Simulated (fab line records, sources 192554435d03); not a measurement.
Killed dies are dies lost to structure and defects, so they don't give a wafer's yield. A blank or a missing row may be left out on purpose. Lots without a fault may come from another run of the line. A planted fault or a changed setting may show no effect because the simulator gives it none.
One fault seen from 3 desks | flow n5_finfet | each desk has only its own numbers; what lay behind them comes last

THE METROLOGY DESK
What the gauges read, lot by lot, whatever tool the lot ran on: means of the sampled wafers that have a number. A lot is out of limits, marked OUT, if its mean lies more than 4 standard deviations from the usual mean; the brackets give that distance. Of its 10 readings 7 are shown: those that lie furthest out on some lot.
Columns: A = DIBL_P at N5_BEOL_M4_RC_MEAS_101, usual 35.9 mV/V; B = IOFF_N at N5_BEOL_M4_RC_MEAS_101, usual 0.156 nA/um; C = ION_N at N5_BEOL_M4_RC_MEAS_101, usual 675 uA/um; D = ION_P at N5_BEOL_M4_RC_MEAS_101, usual 463 uA/um; E = SS_N at N5_BEOL_M4_RC_MEAS_101, usual 71.4 mV/dec; F = VT_N at N5_BEOL_M4_RC_MEAS_101, usual 249.7 mV; G = VT_P at N5_BEOL_M4_RC_MEAS_101, usual -250.2 mV
lot  | first seen here | A    | B     | C   | D   | E    | F     | G
L403 | day 9 05:35     | 37.1 | 0.166 | 680 | 459 | 71.6 | 250.1 | -252.4
L406 | day 9 13:17     | 36.6 | 0.148 | 673 | 471 | 71.7 | 250.2 | -247.2
L412 | day 10 20:22    | 35.3 | 0.159 | 674 | 471 | 72.0 | 249.3 | -246.5
L413 | day 11 16:17    | 34.0 | 0.151 | 674 | 459 | 70.8 | 248.4 | -251.6
L417 | day 12 19:33    | 39.5 | 0.195 | 687 | 461 | 72.4 | 244.9 | -251.8
L420 | day 13 05:36    | 36.7 | 0.156 | 672 | 461 | 71.8 | 250.5 | -250.5
This desk's finding: nothing out of limits on any of the 6 lots.

THE DEFECT DESK
What the inspections along the route counted, lot by lot: means of the sampled wafers that have a number. A lot is out of limits, marked OUT, if its mean lies more than 4 standard deviations from the usual mean; the brackets give that distance.
Columns: A = raw_defect_count at N5_BEOL_M3_INSPECT_30, usual 434
lot  | first seen here | A
L403 | day 8 05:44     | 394
L406 | day 8 17:14     | 402
L412 | day 10 04:09    | 454
L413 | day 10 13:13    | 491
L417 | day 11 21:46    | 450
L420 | day 12 05:42    | 448
This desk's finding: nothing out of limits on any of the 6 lots.

THE TOOL OWNER'S DESK: rie_diel-06
The tool's own readings at N5_BEOL_M3_TRENCH_ETCH_37 (etches SiOC in C4F6/O2, target depth 55.555 nm, time 29.2 s): means of the sampled wafers that have a number, for each lot that ran on this tool. A lot is out of limits, marked OUT, if its mean lies more than 4 standard deviations from the usual mean; the brackets give that distance.
Columns: A = C4F6_flow_sccm at N5_BEOL_M3_TRENCH_ETCH_37, usual 9.999 sccm; B = bias_w at N5_BEOL_M3_TRENCH_ETCH_37, usual 185.0 W; C = drypump_motor_current_A at N5_BEOL_M3_TRENCH_ETCH_37, usual 5.6 A; D = oes_product_au at N5_BEOL_M3_TRENCH_ETCH_37, usual 0.81 a.u.; E = rf_vpp_V at N5_BEOL_M3_TRENCH_ETCH_37, usual 663 V; F = showerhead_plenum_p_Torr at N5_BEOL_M3_TRENCH_ETCH_37, usual 2.81 Torr; G = throttle_valve_pct at N5_BEOL_M3_TRENCH_ETCH_37, usual 20.73 %
lot  | first seen here | A     | B                | C   | D    | E   | F    | G
L406 | day 8 23:44     | 9.992 | 184.8            | 6.0 | 0.80 | 670 | 2.86 | 20.68
L412 | day 10 05:26    | 9.982 | 189.2 (+7.6) OUT | 5.8 | 0.82 | 673 | 2.79 | 20.60
L413 | day 10 15:11    | 9.970 | 189.3 (+7.8) OUT | 6.1 | 0.87 | 679 | 2.85 | 20.68
This desk's finding: out of limits on L412, L413; first on L412, day 10 05:26 (bias_w at N5_BEOL_M3_TRENCH_ETCH_37). In limits: L406.

PUT TOGETHER
The tool owner's desk could have raised an alarm at day 10 05:26, on L412, L413.
The metrology desk saw nothing out of limits.
The defect desk saw nothing out of limits.
The metrology desk has L412, L413 on record, within its limits.
The defect desk has L412, L413 on record, within its limits.
Of the lots named, all ran N5_BEOL_M3_TRENCH_ETCH_37 on rie_diel-06.

WHAT THE SIMULATOR HAD PUT IN
Process parameter drift: rie_diel-06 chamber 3, from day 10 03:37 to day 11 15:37, at N5_BEOL_M3_TRENCH_ETCH_37. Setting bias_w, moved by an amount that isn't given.
Lots struck among those shown: L412, L413.
Hours from the fault's start to each desk's first reading out of limits: the tool owner's desk, 2.
